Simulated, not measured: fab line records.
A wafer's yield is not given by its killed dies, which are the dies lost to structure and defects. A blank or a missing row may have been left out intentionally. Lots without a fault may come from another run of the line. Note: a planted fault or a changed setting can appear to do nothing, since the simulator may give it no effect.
Matching of chambers || flow nand-harc || NHARC_P_CONTACT_DESCUM_17 on rie-diel-11 has 4 sister chambers
The step chemistry O2, time 3 s. 4 wafers are shown with their chamber, then 10 later ones without.

## WAFERS, EACH WITH ITS CHAMBER
{"wafer": "L888.6", "chamber": 1, "drypump-motor-current-A (A)": 6.1}
{"wafer": "L889.5", "chamber": 3, "drypump-motor-current-A (A)": 5.6}
{"wafer": "L894.3", "chamber": 0, "drypump-motor-current-A (A)": 5.5}
{"wafer": "L894.4", "chamber": 2, "drypump-motor-current-A (A)": 5.6}

## WAFERS WITHOUT THEIR CHAMBER
{"wafer": "L894.6", "drypump-motor-current-A (A)": 5.5}
{"wafer": "L896.1", "drypump-motor-current-A (A)": 5.7}
{"wafer": "L896.2", "drypump-motor-current-A (A)": 5.5}
{"wafer": "L896.5", "drypump-motor-current-A (A)": 5.5}
{"wafer": "L900.2", "drypump-motor-current-A (A)": 5.7}
{"wafer": "L900.5", "drypump-motor-current-A (A)": 6.1}
{"wafer": "L900.6", "drypump-motor-current-A (A)": 5.6}
{"wafer": "L902.1", "drypump-motor-current-A (A)": 5.7}
{"wafer": "L902.2", "drypump-motor-current-A (A)": 6.1}
{"wafer": "L902.5", "drypump-motor-current-A (A)": 6.1}

## CHAMBER TAKEN BY EACH
{"wafer": "L894.6", "from the rows above": "can't be placed: 0 or 2 or 3", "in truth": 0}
{"wafer": "L896.1", "from the rows above": "can't be placed: 2 or 3 or 0", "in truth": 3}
{"wafer": "L896.2", "from the rows above": "can't be placed: 0 or 2 or 3", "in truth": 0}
{"wafer": "L896.5", "from the rows above": "can't be placed: 0 or 2 or 3", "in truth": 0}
{"wafer": "L900.2", "from the rows above": "can't be placed: 2 or 3 or 0", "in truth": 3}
{"wafer": "L900.5", "from the rows above": 1, "in truth": 1}
{"wafer": "L900.6", "from the rows above": "can't be placed: 2 or 3 or 0", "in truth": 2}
{"wafer": "L902.1", "from the rows above": "can't be placed: 2 or 3 or 0", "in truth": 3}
{"wafer": "L902.2", "from the rows above": 1, "in truth": 1}
{"wafer": "L902.5", "from the rows above": 1, "in truth": 1}
Correctly placed: 3 of 10. From these rows, 7 cannot be placed; in 7 the true chamber is one of the candidates. Placed wrongly: 0.
How it was worked out, from the rows above alone: a wafer's distance from a chamber is the root of the sum, over the readings, of the square of ((its reading less the chamber's mean) divided by the reading's scatter). If the next closest chamber is less than 2 further off than the closest, the wafer can't be placed; otherwise it belongs to the closest. Each chamber's mean is taken over the wafers shown for it. The scatter (one wafer shown for each chamber): square how far every hidden wafer sits from the nearest shown wafer, average those squares and take the square root.
